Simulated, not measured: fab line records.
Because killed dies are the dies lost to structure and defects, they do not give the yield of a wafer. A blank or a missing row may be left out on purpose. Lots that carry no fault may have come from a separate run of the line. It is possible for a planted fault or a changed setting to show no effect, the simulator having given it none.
Matching of chambers ; flow n5-finfet ; 4 sister chambers for N5_BEOL_M5_VIA_ETCH_34 on rie-diel-06
The step etches SiCOH lowk in C4F6/O2, target depth 88.3 nm, time 39.2 s. 18 wafers are shown with their chamber, then 9 later ones without.

== WAFERS, EACH WITH ITS CHAMBER ==
wafer;chamber;drypump-motor-current-A (A);showerhead-plenum-p-Torr (Torr);rf-vpp-V (V)
L076.2;0;4.8;2.70;661
L076.5;1;5.8;2.79;633
L076.6;0;4.8;2.70;663
L075.3;3;4.8;2.92;686
L075.5;0;4.8;2.70;664
L075.6;1;5.8;2.79;632
L079.2;1;5.8;2.79;633
L079.3;0;4.8;2.70;662
L079.4;3;4.8;2.92;685
L080.2;2;4.6;3.02;667
L080.4;1;5.8;2.79;630
L080.6;2;4.7;3.02;667
L081.1;2;4.7;3.02;667
L081.4;2;4.7;3.02;665
L081.6;0;4.8;2.70;661
L088.1;3;4.8;2.91;687
L088.2;1;5.8;2.78;630
L088.3;0;4.8;2.69;662

SIGNATURES, as means of the wafers listed above
reading;chamber 0;chamber 1;chamber 2;chamber 3;scatter within a chamber
drypump-motor-current-A;4.800;5.800;4.675;4.800;0.0231
showerhead-plenum-p-Torr;2.6983;2.7880;3.0200;2.9167;0.00405
rf-vpp-V;662.17;631.60;666.50;686.00;1.23
Rule: a wafer's distance from a chamber is the root of the sum, over the readings, of the square of ((its reading less the chamber's mean) divided by the reading's scatter). The wafer belongs to the nearest chamber; if the next one is less than 2 further off, it can't be placed. The scatter is the square root of a quotient: the sum, over the shown wafers, of each reading's squared deviation from its chamber's mean, divided by wafers minus chambers.

== WAFERS WITH NO CHAMBER GIVEN ==
wafer;drypump-motor-current-A (A);showerhead-plenum-p-Torr (Torr);rf-vpp-V (V)
L090.2;4.7;3.01;665
L090.3;5.8;2.78;631
L090.6;4.8;2.91;686
L092.2;5.8;2.78;631
L092.3;4.8;2.91;686
L092.4;4.8;2.69;663
L097.2;5.8;2.78;632
L097.4;4.8;2.69;661
L097.5;4.7;3.01;667

== WHICH CHAMBER EACH WENT THROUGH ==
wafer;from the rows above;in truth
L090.2;2;2
L090.3;1;1
L090.6;3;3
L092.2;1;1
L092.3;3;3
L092.4;0;0
L097.2;1;1
L097.4;0;0
L097.5;2;2
Placed correctly: 9 of 9. Can't be placed from these rows: 0. Number placed wrongly: 0.
